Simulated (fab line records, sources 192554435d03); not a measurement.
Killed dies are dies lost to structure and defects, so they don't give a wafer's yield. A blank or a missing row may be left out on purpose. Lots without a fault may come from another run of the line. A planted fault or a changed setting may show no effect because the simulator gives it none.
Chamber matching | flow n5_finfet | N5_BEOL_M12_DESCUM_33 on rie_diel-04: 3 sister chambers
The step chemistry O2, time 7.9 s. 14 wafers are shown with their chamber, then 6 later ones without.

WAFERS WITH THEIR CHAMBER
wafer  | chamber | throttle_valve_pct (%) | showerhead_plenum_p_Torr (Torr) | rf_vpp_V (V)
L074.2 | 1       | 20.27                  | 1.97                            | 239.8
L074.3 | 3       | 20.41                  | 2.07                            | 241.6
L082.1 | 3       | 20.43                  | 2.06                            | 242.7
L082.2 | 2       | 20.57                  | 2.01                            | 241.4
L082.6 | 2       | 20.58                  | 2.01                            | 243.1
L087.1 | 1       | 20.01                  | 2.22                            | 246.2
L087.5 | 1       | 19.96                  | 2.22                            | 243.9
L087.6 | 2       | 20.60                  | 2.01                            | 242.3
L091.3 | 3       | 20.11                  | 2.06                            | 242.3
L091.4 | 1       | 20.01                  | 2.22                            | 244.3
L091.5 | 3       | 20.11                  | 2.06                            | 243.9
L092.1 | 1       | 19.99                  | 2.22                            | 244.2
L092.3 | 2       | 20.62                  | 2.00                            | 240.3
L092.5 | 1       | 19.99                  | 2.22                            | 243.9

SIGNATURES (means of the wafers above)
reading                  | chamber 1 | chamber 2 | chamber 3 | scatter within a chamber
throttle_valve_pct       | 20.0383   | 20.5925   | 20.2650   | 0.122
showerhead_plenum_p_Torr | 2.1783    | 2.0075    | 2.0625    | 0.0689
rf_vpp_V                 | 243.717   | 241.775   | 242.625   | 1.63
Rule: a wafer's distance from a chamber is the root of the sum, over the readings, of the square of ((its reading less the chamber's mean) divided by the reading's scatter). The wafer belongs to the nearest chamber; if the next one is less than 2 further off, it can't be placed. The scatter: the root of (the sum of the squares of (reading less its chamber's mean) over the shown wafers, divided by (wafers less chambers)).

WAFERS WITHOUT THEIR CHAMBER
wafer  | throttle_valve_pct (%) | showerhead_plenum_p_Torr (Torr) | rf_vpp_V (V)
L095.2 | 20.61                  | 2.00                            | 242.0
L095.5 | 20.63                  | 2.00                            | 242.0
L095.6 | 20.01                  | 2.22                            | 244.7
L097.2 | 20.01                  | 2.21                            | 244.3
L097.4 | 20.64                  | 2.00                            | 242.1
L097.6 | 20.10                  | 2.05                            | 242.7

WHICH CHAMBER EACH WENT THROUGH
wafer  | from the rows above     | in truth
L095.2 | 2                       | 2
L095.5 | 2                       | 2
L095.6 | 1                       | 1
L097.2 | 1                       | 1
L097.4 | 2                       | 2
L097.6 | can't be placed: 3 or 1 | 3
Placed correctly: 5 of 6. Can't be placed from these rows: 1 (the true chamber is among the candidates in 1). Placed wrongly: 0.
